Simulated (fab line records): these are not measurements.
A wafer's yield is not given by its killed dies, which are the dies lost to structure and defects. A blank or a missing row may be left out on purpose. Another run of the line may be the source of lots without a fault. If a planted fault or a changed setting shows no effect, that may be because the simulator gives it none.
Which tool is to blame? + flow n5_finfet + 6 lots with 17 wafers sampled at 5 steps, on a route of 1938 steps

## WHAT THE GAUGES SHOWED, per wafer
N5_BEOL_M6_THK_MEAS_01.
| lot  | measured     | on            | M6_ILD_THK (nm)   |
|------|--------------|---------------|-------------------|
| L823 | day 9 08:29  | film_metro-01 | 152.6 151.5 156.6 |
| L831 | day 11 04:29 | film_metro-01 | 174.9 154.2       |
| L834 | day 11 17:15 | film_metro-01 | 156.7 154.5 156.1 |
| L836 | day 12 07:22 | film_metro-01 | 151.5 153.8 152.7 |
| L841 | day 13 22:52 | film_metro-02 | 155.6 156.9 157.1 |
| L844 | day 14 01:20 | film_metro-01 | 157.6 155.0 159.7 |

## WHICH TOOL RAN EACH LOT (tool, then ch and the chambers of the sampled wafers, then the start)
| lot  | N5_BEOL_M5_ANNEAL_84         | N5_BEOL_M5_ANNEAL_89         | N5_BEOL_M5_SPUTTER_90        | N5_BEOL_M6_ILD_DEP_00           |
|------|------------------------------|------------------------------|------------------------------|---------------------------------|
| L823 | pvd_sputter-02, day 9 04:41  | pvd_sputter-02, day 9 05:46  | pvd_sputter-02, day 9 06:47  | pecvd-02 ch 1,2, day 9 07:55    |
| L831 | pvd_sputter-02, day 11 01:10 | pvd_sputter-02, day 11 02:15 | pvd_sputter-02, day 11 02:47 | pecvd-03 ch 0,1, day 11 03:55   |
| L834 | pvd_sputter-02, day 11 13:15 | pvd_sputter-02, day 11 14:20 | pvd_sputter-02, day 11 15:21 | pecvd-02 ch 0,2, day 11 16:40   |
| L836 | pvd_sputter-03, day 12 03:14 | pvd_sputter-03, day 12 04:20 | pvd_sputter-03, day 12 05:20 | pecvd-04 ch 1, day 12 06:44     |
| L841 | pvd_sputter-02, day 13 19:03 | pvd_sputter-02, day 13 20:08 | pvd_sputter-02, day 13 21:08 | pecvd-02 ch 0,1, day 13 22:16   |
| L844 | pvd_sputter-01, day 13 21:26 | pvd_sputter-01, day 13 22:31 | pvd_sputter-01, day 13 23:31 | pecvd-02 ch 0,1,2, day 14 00:45 |
- N5_BEOL_M5_ANNEAL_84: time 1800 s.
- N5_BEOL_M5_ANNEAL_89: time 1800 s.
- N5_BEOL_M5_SPUTTER_90: material Cu, target thk 4.5 nm, time 8.29 s.
- N5_BEOL_M6_ILD_DEP_00: deposits SiCOH lowk from DEMS/porogen, target thk 179.75 nm, time 33.4 s.

## THE ANSWER, worked out from the rows above alone
Rule: the usual values come from the lots themselves. Put in order of their means at a reading, lots are off if they are a third of the lots or fewer, leave a main group of 4 or more, and stand apart from it by a gap of 3 or more times the standard deviation of the main group's means; of several such gaps the widest counts. Not used: any main group whose means are identical at the precision the tables above print for the reading. A lot without any number at a reading at which 4 lots or more have one is off too. The other lots that the step has rows for count as sound.
Off: L831, at N5_BEOL_M6_THK_MEAS_01 (M6_ILD_THK). Main group: mean 155.2 nm, sd 1.8.
A tool fits if, at a process step before that reading, it ran every lot that is off, and no sound lot after the first of them. Gauges at N5_BEOL_M6_THK_MEAS_01: tried the same way as those tools. One fits: pecvd-03 at N5_BEOL_M6_ILD_DEP_00. It ran no sound lot before its first lot that is off in this sample, so the start can't be narrowed down.

## WHAT THE SIMULATOR PUT IN
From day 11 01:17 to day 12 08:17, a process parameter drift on pecvd-03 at N5_BEOL_M6_ILD_DEP_00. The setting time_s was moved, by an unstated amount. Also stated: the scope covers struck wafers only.
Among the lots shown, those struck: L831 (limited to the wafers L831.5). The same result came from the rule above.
